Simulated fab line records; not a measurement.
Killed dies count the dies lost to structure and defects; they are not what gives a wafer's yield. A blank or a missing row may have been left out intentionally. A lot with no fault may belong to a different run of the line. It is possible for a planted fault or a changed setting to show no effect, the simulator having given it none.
Chamber matching :: flow nand-harc :: rie-diel-11 running NHARC_P_BONDPAD_DESCUM_11: 4 sister chambers
The step chemistry O2, time 3 s. 14 wafers are shown with their chamber, then 7 later ones without.

== EACH WAFER AND ITS CHAMBER ==
wafer: L368.2
chamber: 1
showerhead-plenum-p-Torr (Torr): 2.05
rf-vpp-V (V): 58.9
throttle-valve-pct (%): 11.316

wafer: L368.4
chamber: 0
showerhead-plenum-p-Torr (Torr): 1.87
rf-vpp-V (V): 57.7
throttle-valve-pct (%): 11.313

wafer: L368.5
chamber: 1
showerhead-plenum-p-Torr (Torr): 2.05
rf-vpp-V (V): 59.1
throttle-valve-pct (%): 11.321

wafer: L371.2
chamber: 0
showerhead-plenum-p-Torr (Torr): 1.87
rf-vpp-V (V): 58.3
throttle-valve-pct (%): 11.309

wafer: L371.4
chamber: 2
showerhead-plenum-p-Torr (Torr): 1.81
rf-vpp-V (V): 56.5
throttle-valve-pct (%): 11.298

wafer: L371.6
chamber: 1
showerhead-plenum-p-Torr (Torr): 2.05
rf-vpp-V (V): 57.8
throttle-valve-pct (%): 11.321

wafer: L372.3
chamber: 0
showerhead-plenum-p-Torr (Torr): 1.87
rf-vpp-V (V): 58.0
throttle-valve-pct (%): 11.322

wafer: L372.4
chamber: 1
showerhead-plenum-p-Torr (Torr): 2.05
rf-vpp-V (V): 59.7
throttle-valve-pct (%): 11.325

wafer: L372.5
chamber: 0
showerhead-plenum-p-Torr (Torr): 1.87
rf-vpp-V (V): 57.4
throttle-valve-pct (%): 11.315

wafer: L379.1
chamber: 3
showerhead-plenum-p-Torr (Torr): 1.86
rf-vpp-V (V): 57.6
throttle-valve-pct (%): 11.311

wafer: L379.2
chamber: 1
showerhead-plenum-p-Torr (Torr): 2.05
rf-vpp-V (V): 56.8
throttle-valve-pct (%): 11.305

wafer: L379.5
chamber: 1
showerhead-plenum-p-Torr (Torr): 2.05
rf-vpp-V (V): 59.3
throttle-valve-pct (%): 11.301

wafer: L382.1
chamber: 3
showerhead-plenum-p-Torr (Torr): 1.86
rf-vpp-V (V): 57.9
throttle-valve-pct (%): 11.311

wafer: L382.3
chamber: 0
showerhead-plenum-p-Torr (Torr): 1.86
rf-vpp-V (V): 57.7
throttle-valve-pct (%): 11.304

SIGNATURES, as means of the wafers listed above
reading: showerhead-plenum-p-Torr
chamber 0: 1.8680
chamber 1: 2.0500
chamber 2: 1.8100
chamber 3: 1.8600
scatter within a chamber: 0.00283

reading: rf-vpp-V
chamber 0: 57.820
chamber 1: 58.600
chamber 2: 56.500
chamber 3: 57.750
scatter within a chamber: 0.802

reading: throttle-valve-pct
chamber 0: 11.31260
chamber 1: 11.31483
chamber 2: 11.29800
chamber 3: 11.31100
scatter within a chamber: 0.00806
Rule: for a wafer and a chamber, the distance is found by dividing, reading by reading, the gap between the wafer's reading and the chamber's mean by the reading's scatter, squaring, summing and taking the root. The wafer belongs to the nearest chamber; if the next one is less than 2 further off, it can't be placed. The scatter: the root of (the sum of the squares of (reading less its chamber's mean) over the shown wafers, divided by (wafers less chambers)).

== WAFERS MISSING THEIR CHAMBER ==
wafer: L382.6
showerhead-plenum-p-Torr (Torr): 1.86
rf-vpp-V (V): 57.7
throttle-valve-pct (%): 11.308

wafer: L385.1
showerhead-plenum-p-Torr (Torr): 1.80
rf-vpp-V (V): 57.1
throttle-valve-pct (%): 11.315

wafer: L385.3
showerhead-plenum-p-Torr (Torr): 1.86
rf-vpp-V (V): 57.8
throttle-valve-pct (%): 11.316

wafer: L385.6
showerhead-plenum-p-Torr (Torr): 1.80
rf-vpp-V (V): 56.1
throttle-valve-pct (%): 11.316

wafer: L389.1
showerhead-plenum-p-Torr (Torr): 1.80
rf-vpp-V (V): 57.4
throttle-valve-pct (%): 11.314

wafer: L389.3
showerhead-plenum-p-Torr (Torr): 1.86
rf-vpp-V (V): 55.2
throttle-valve-pct (%): 11.307

wafer: L389.5
showerhead-plenum-p-Torr (Torr): 1.80
rf-vpp-V (V): 56.1
throttle-valve-pct (%): 11.304

== THE CHAMBER EACH PASSED THROUGH ==
wafer: L382.6
from the rows above: 3
in truth: 3

wafer: L385.1
from the rows above: 2
in truth: 2

wafer: L385.3
from the rows above: 3
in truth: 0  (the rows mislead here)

wafer: L385.6
from the rows above: 2
in truth: 2

wafer: L389.1
from the rows above: 2
in truth: 2

wafer: L389.3
from the rows above: can't be placed: 3 or 0
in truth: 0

wafer: L389.5
from the rows above: 2
in truth: 2
5 of 7 placed correctly. Unplaceable from these rows: 1, with the true chamber sitting among the candidates in 1. Wrongly placed: 1.
